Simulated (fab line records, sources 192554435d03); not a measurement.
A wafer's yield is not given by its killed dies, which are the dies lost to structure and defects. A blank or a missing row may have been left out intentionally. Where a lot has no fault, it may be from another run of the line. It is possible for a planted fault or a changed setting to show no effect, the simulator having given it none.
Chamber matching | flow n5-finfet | N5_BEOL_M10_ETCH_65 on rie-diel-02: 4 sister chambers
The step etches SiARC in CF4, target depth 39 nm, time 65 s. 20 wafers are shown with their chamber, then 10 later ones without.

== EACH WAFER AND ITS CHAMBER ==
wafer  | chamber | drypump-motor-current-A (A) | showerhead-plenum-p-Torr (Torr) | throttle-valve-pct (%)
L076.1 | 2       | 6.3                         | 2.27                            | 15.44
L076.2 | 0       | 5.8                         | 2.18                            | 15.65
L076.5 | 2       | 6.3                         | 2.27                            | 15.45
L078.2 | 3       | 5.4                         | 2.13                            | 15.86
L078.5 | 3       | 5.4                         | 2.13                            | 15.86
L078.6 | 2       | 6.4                         | 2.26                            | 15.47
L081.2 | 1       | 6.3                         | 2.11                            | 15.51
L081.3 | 0       | 5.9                         | 2.18                            | 15.66
L081.4 | 3       | 5.4                         | 2.12                            | 15.88
L084.1 | 1       | 6.3                         | 2.11                            | 15.53
L084.3 | 3       | 5.4                         | 2.12                            | 15.88
L084.5 | 1       | 6.3                         | 2.11                            | 15.52
L085.3 | 0       | 5.9                         | 2.17                            | 15.66
L085.5 | 1       | 6.3                         | 2.11                            | 15.52
L085.6 | 2       | 6.3                         | 2.26                            | 15.49
L086.1 | 0       | 5.9                         | 2.17                            | 15.70
L086.4 | 3       | 5.4                         | 2.12                            | 15.91
L086.5 | 0       | 5.9                         | 2.17                            | 15.69
L088.1 | 3       | 5.4                         | 2.12                            | 15.89
L088.2 | 2       | 6.3                         | 2.26                            | 15.51

SIGNATURES (means of the wafers above)
reading                  | chamber 0 | chamber 1 | chamber 2 | chamber 3 | scatter within a chamber
drypump-motor-current-A  | 5.880     | 6.300     | 6.320     | 5.400     | 0.0316
showerhead-plenum-p-Torr | 2.1740    | 2.1100    | 2.2640    | 2.1233    | 0.00483
throttle-valve-pct       | 15.6720   | 15.5200   | 15.4720   | 15.8800   | 0.0212
Rule: for a wafer and a chamber, the distance is found by dividing, reading by reading, the gap between the wafer's reading and the chamber's mean by the reading's scatter, squaring, summing and taking the root. The wafer belongs to the nearest chamber; if the next one is less than 2 further off, it can't be placed. The scatter: take each reading less its chamber's mean, square it, sum over the shown wafers, divide by the number of wafers less the number of chambers, and take the root.

== WAFERS MISSING THEIR CHAMBER ==
wafer  | drypump-motor-current-A (A) | showerhead-plenum-p-Torr (Torr) | throttle-valve-pct (%)
L088.4 | 6.3                         | 2.11                            | 15.53
L089.2 | 6.3                         | 2.26                            | 15.53
L089.4 | 6.3                         | 2.11                            | 15.54
L089.5 | 5.4                         | 2.12                            | 15.90
L095.1 | 6.3                         | 2.25                            | 15.54
L095.3 | 5.4                         | 2.11                            | 15.95
L095.6 | 5.4                         | 2.11                            | 15.92
L094.2 | 5.4                         | 2.11                            | 15.95
L094.4 | 6.3                         | 2.25                            | 15.54
L094.5 | 5.4                         | 2.11                            | 15.94

== WHICH CHAMBER EACH WENT THROUGH ==
wafer  | from the rows above | in truth
L088.4 | 1                   | 1
L089.2 | 2                   | 2
L089.4 | 1                   | 1
L089.5 | 3                   | 3
L095.1 | 2                   | 2
L095.3 | 3                   | 3
L095.6 | 3                   | 3
L094.2 | 3                   | 3
L094.4 | 2                   | 2
L094.5 | 3                   | 3
10 of 10 placed correctly. Can't be placed from these rows: 0. Placed wrongly: 0.
